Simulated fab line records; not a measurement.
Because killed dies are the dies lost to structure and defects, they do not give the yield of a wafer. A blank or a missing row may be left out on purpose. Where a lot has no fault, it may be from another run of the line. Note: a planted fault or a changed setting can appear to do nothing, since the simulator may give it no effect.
Matching of chambers    flow n5 finfet    rie diel-03 running N5_BEOL_M6_ETCH_61: 4 sister chambers
The step etches SiARC in CF4, target depth 45.5 nm, time 75.8 s. 18 wafers are shown with their chamber, then 9 later ones without.

## WAFERS WITH THEIR CHAMBER
wafer   chamber  showerhead plenum p Torr (Torr)  drypump motor current A (A)  throttle valve pct (%)
L076.1  1        2.03                             6.5                          15.91
L076.2  0        2.18                             5.0                          15.71
L076.5  1        2.03                             6.6                          15.93
L077.1  3        2.27                             6.5                          15.30
L077.2  2        2.09                             4.8                          15.19
L077.3  0        2.18                             5.0                          15.71
L080.2  2        2.09                             4.8                          15.20
L080.4  1        2.03                             6.5                          15.94
L080.5  1        2.03                             6.5                          15.93
L079.1  3        2.27                             6.5                          15.31
L079.4  1        2.03                             6.6                          15.92
L079.6  1        2.03                             6.6                          15.95
L084.3  0        2.18                             5.0                          15.74
L084.5  0        2.18                             5.0                          15.74
L084.6  2        2.09                             4.8                          15.22
L086.1  0        2.18                             5.0                          15.75
L086.3  3        2.26                             6.5                          15.35
L086.4  0        2.18                             5.0                          15.74

SIGNATURES (means of the wafers above)
reading                   chamber 0  chamber 1  chamber 2  chamber 3  scatter within a chamber
showerhead plenum p Torr  2.1800     2.0300     2.0900     2.2667     0.00218
drypump motor current A   5.000      6.550      4.800      6.500      0.0327
throttle valve pct        15.7317    15.9300    15.2033    15.3200    0.0176
Rule: for a wafer and a chamber, the distance is found by dividing, reading by reading, the gap between the wafer's reading and the chamber's mean by the reading's scatter, squaring, summing and taking the root. If the next closest chamber is less than 2 further off than the closest, the wafer can't be placed; otherwise it belongs to the closest. The scatter: take each reading less its chamber's mean, square it, sum over the shown wafers, divide by the number of wafers less the number of chambers, and take the root.

## WAFERS WITH NO CHAMBER GIVEN
wafer   showerhead plenum p Torr (Torr)  drypump motor current A (A)  throttle valve pct (%)
L085.1  2.08                             4.8                          15.21
L085.2  2.26                             6.5                          15.36
L085.5  2.08                             4.8                          15.23
L097.2  2.28                             6.6                          15.49
L097.3  2.08                             4.8                          15.28
L097.6  2.25                             6.5                          15.41
L096.2  2.08                             4.8                          15.28
L096.4  2.17                             5.0                          15.81
L096.6  2.17                             5.0                          15.79

## WHICH CHAMBER EACH ONE RAN IN
wafer    from the rows above   in truth
L085.1   2                     2
L085.2   3                     3
L085.5   2                     2
L097.2   3                     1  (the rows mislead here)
L097.3   2                     2
L097.6   3                     3
L096.2   2                     2
L096.4   0                     0
L096.6   0                     0
Correct placement for 8 of the 9. From these rows, 0 cannot be placed. Placed wrongly: 1.
